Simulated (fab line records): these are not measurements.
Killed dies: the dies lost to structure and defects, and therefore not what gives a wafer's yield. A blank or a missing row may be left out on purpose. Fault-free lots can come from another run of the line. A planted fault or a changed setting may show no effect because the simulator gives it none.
What tool caused it? | flow nand_harc | 13 lots, 39 wafers sampled, at 6 steps of a route of 1159

## WHAT THE GAUGES SHOWED, per wafer
NHARC_A_ONON_D1_THK_MEAS_02: measures by ellipsometry.
lot  | measured     | on            | thk_nm (nm)
L145 | day 7 19:47  | film_metro-01 | 985 986 986
L148 | day 8 14:19  | film_metro-02 | 999 998 998
L149 | day 9 02:04  | film_metro-02 | 1007 1006 1004
L150 | day 9 02:03  | film_metro-01 | 997 996 998
L152 | day 9 10:23  | film_metro-02 | 1004 1004 1005
L153 | day 9 21:55  | film_metro-02 | 993 993 992
L154 | day 9 21:56  | film_metro-01 | 993 994 993
L155 | day 10 14:48 | film_metro-01 | 999 999 999
L157 | day 10 14:46 | film_metro-01 | 1009 1009 1007
L156 | day 10 14:49 | film_metro-02 | 1005 1003 1004
L159 | day 11 12:41 | film_metro-01 | 995 996 995
L164 | day 12 10:22 | film_metro-01 | 991 989 989
L166 | day 12 18:49 | film_metro-01 | 1002 1001 1004

NHARC_A_ONON_D1_THK_MEAS_08: measures by ellipsometry.
lot  | measured     | on            | thk_nm (nm)
L145 | day 7 20:55  | film_metro-02 | 1012 1011 1013
L148 | day 8 15:27  | film_metro-01 | 1003 1003 1000
L149 | day 9 03:11  | film_metro-02 | 984 983 983
L150 | day 9 03:11  | film_metro-02 | 1009 1009 1009
L152 | day 9 11:47  | film_metro-02 | 1006 1003 1004
L153 | day 9 23:19  | film_metro-02 | 1000 1003 999
L154 | day 9 23:19  | film_metro-01 | 1012 1011 1011
L155 | day 10 15:56 | film_metro-02 | 996 995 996
L157 | day 10 15:54 | film_metro-02 | 999 998 1000
L156 | day 10 15:58 | film_metro-01 | 1013 1011 1012
L159 | day 11 13:50 | film_metro-01 | 998 998 997
L164 | day 12 11:29 | film_metro-02 | 409 998 409
L166 | day 12 19:56 | film_metro-01 | 972 972 384

NHARC_END_SORT_01.
lot  | measured     | on        | killed_at_array | killed_at_other | killed_at_periphery | killed_dies | killed_open | killed_short
L164 | day 23 22:16 | prober-01 | 670 16 669      | 1 0 2           | 6 2 6               | 677 18 677  | 5 3 7       | 1 1 1
L166 | day 24 07:40 | prober-02 | 30 41 675       | 0 0 0           | 3 3 2               | 33 44 677   | 3 6 1       | 2 3 0

## TOOL THAT RAN EACH LOT (tool first, then ch and the chambers of the sampled wafers, then the start)
lot  | NHARC_P_BONDPAD_PRE_CLEAN_26            | NHARC_P_BONDPAD_CMP_19        | NHARC_A_ONON_D1_DEP_06
L145 | pvd_sputter-02, day 6 19:07 or earlier  | cmp-01 ch 0,2,3, day 6 19:07  | pecvd_onon-02 ch 0, day 7 20:28
L148 | pvd_sputter-02, day 7 13:19 or earlier  | cmp-04 ch 2,3, day 7 13:19    | pecvd_onon-02 ch 0, day 8 15:04
L149 | pvd_sputter-03, day 7 21:19 or earlier  | cmp-01 ch 1,2, day 7 21:19    | pecvd_onon-01 ch 0, day 9 02:41
L150 | pvd_sputter-02, day 8 00:19 or earlier  | cmp-04 ch 0,2,3, day 8 00:19  | pecvd_onon-04 ch 0, day 9 02:44
L152 | pvd_sputter-03, day 8 10:37 or earlier  | cmp-01 ch 0,1, day 8 10:37    | pecvd_onon-02 ch 0, day 9 11:20
L153 | pvd_sputter-03, day 8 21:32 or earlier  | cmp-02 ch 0,1,3, day 8 21:32  | pecvd_onon-01 ch 0, day 9 22:52
L154 | pvd_sputter-03, day 8 22:30 or earlier  | cmp-01 ch 1,2,3, day 8 22:30  | pecvd_onon-04 ch 0, day 9 22:49
L155 | pvd_sputter-03, day 9 11:26 or earlier  | cmp-02 ch 0,2,3, day 9 11:26  | pecvd_onon-01 ch 0, day 10 15:25
L157 | pvd_sputter-02, day 9 12:40 or earlier  | cmp-02 ch 0,1, day 9 12:40    | pecvd_onon-02 ch 0, day 10 15:23
L156 | pvd_sputter-02, day 9 13:57 or earlier  | cmp-02 ch 0,1,3, day 9 13:57  | pecvd_onon-04 ch 0, day 10 15:28
L159 | pvd_sputter-01, day 10 12:14 or earlier | cmp-04 ch 1,2,3, day 10 12:14 | pecvd_onon-04 ch 0, day 11 13:22
L164 | pvd_sputter-02, day 11 10:39 or earlier | cmp-04 ch 0,1,2, day 11 10:39 | pecvd_onon-04 ch 0, day 12 10:59
L166 | pvd_sputter-03, day 11 18:38 or earlier | cmp-04 ch 0,2,3, day 11 18:38 | pecvd_onon-04 ch 0, day 12 19:33
- NHARC_P_BONDPAD_PRE_CLEAN_26: time 30 s.
- NHARC_P_BONDPAD_CMP_19: polishes, t overpolish 30 s, cu recess touch 16 s, target thk 160.81 nm.
- NHARC_A_ONON_D1_DEP_06: target thk 1000 nm.

## AS READ BY THE TOOLS THEMSELVES (means over the sampled wafers that have a number; for cases with no such wafer, the mark the record gives instead)
NHARC_P_BONDPAD_PRE_CLEAN_26.
lot  | tool           | heater_power_w (W) | susceptor_temp_C (C)
L145 | pvd_sputter-02 | 435                | 280.01
L148 | pvd_sputter-02 | 434                | 279.83
L149 | pvd_sputter-03 | 417                | 280.04
L150 | pvd_sputter-02 | 403                | 280.06
L152 | pvd_sputter-03 | 423                | 279.95
L153 | pvd_sputter-03 | 398                | 279.98
L154 | pvd_sputter-03 | 410                | 280.04
L155 | pvd_sputter-03 | 399                | 280.03
L157 | pvd_sputter-02 | 425                | 279.80
L156 | pvd_sputter-02 | 407                | 279.94
L159 | pvd_sputter-01 | 449                | 279.93
L164 | pvd_sputter-02 | 452                | 279.94
L166 | pvd_sputter-03 | 418                | 280.03

NHARC_P_BONDPAD_CMP_19.
lot  | tool   | motor_current_A (A) | overpolish_run_s (s)
L145 | cmp-01 | 10.9                | 29.995
L148 | cmp-04 | 10.7                | 29.999
L149 | cmp-01 | 13.4                | 30.003
L150 | cmp-04 | 10.9                | 30.011
L152 | cmp-01 | 12.8                | 30.005
L153 | cmp-02 | 12.1                | 30.002
L154 | cmp-01 | 11.9                | 29.996
L155 | cmp-02 | 11.4                | 30.005
L157 | cmp-02 | 13.0                | 30.010
L156 | cmp-02 | 12.4                | 30.007
L159 | cmp-04 | 10.7                | 30.013
L164 | cmp-04 | 11.2                | 29.999
L166 | cmp-04 | 11.4                | 29.999

NHARC_A_ONON_D1_DEP_06.
lot  | tool          | susceptor_temp_C (C)
L145 | pecvd_onon-02 | 400.13
L148 | pecvd_onon-02 | 399.87
L149 | pecvd_onon-01 | 400.18
L150 | pecvd_onon-04 | 400.17
L152 | pecvd_onon-02 | 399.84
L153 | pecvd_onon-01 | 399.84
L154 | pecvd_onon-04 | 399.96
L155 | pecvd_onon-01 | 399.97
L157 | pecvd_onon-02 | 399.94
L156 | pecvd_onon-04 | 399.88
L159 | pecvd_onon-04 | 399.82
L164 | pecvd_onon-04 | 400.02
L166 | pecvd_onon-04 | 399.82

## THE ANSWER, worked out from the rows above alone
Rule: the lots themselves supply what counts as usual. The widest of any qualifying gaps counts: lots, ordered by their means at a reading, are off when they make up no more than a third of the lots, leave a main group of 4 or more, and stand apart from it by 3 or more times the standard deviation of that group's means. A main group whose means are all the same, to the digits that the tables above print for the reading, isn't used. Also off: a lot with no number at a reading for which 4 or more lots have one. All remaining lots with rows at the step are treated as sound. After the gauges, taken in route order, come the tools' own readings; for these a lot's mean is taken, as printed above. The first step at which some lot is off is used, and at that step the reading that is off furthest; a lot without a number counts as furthest.
Off: L164, L166, at NHARC_A_ONON_D1_THK_MEAS_08 (thk_nm). The main group: mean 1002 nm, standard deviation 8.3.
If a tool, at a process step before that reading, ran all the lots that are off and no sound lot after the first of them, it fits. The gauges at NHARC_A_ONON_D1_THK_MEAS_08 are tried like those tools. NHARC_P_BONDPAD_PRE_CLEAN_26: start missing for some lots; hours and lot order therefore follow NHARC_P_BONDPAD_CMP_19. Undecided on this evidence; 2 tools fit (cmp-04 at NHARC_P_BONDPAD_CMP_19, pecvd_onon-04 at NHARC_A_ONON_D1_DEP_06).

## WHAT THE SIMULATOR HAD INSERTED
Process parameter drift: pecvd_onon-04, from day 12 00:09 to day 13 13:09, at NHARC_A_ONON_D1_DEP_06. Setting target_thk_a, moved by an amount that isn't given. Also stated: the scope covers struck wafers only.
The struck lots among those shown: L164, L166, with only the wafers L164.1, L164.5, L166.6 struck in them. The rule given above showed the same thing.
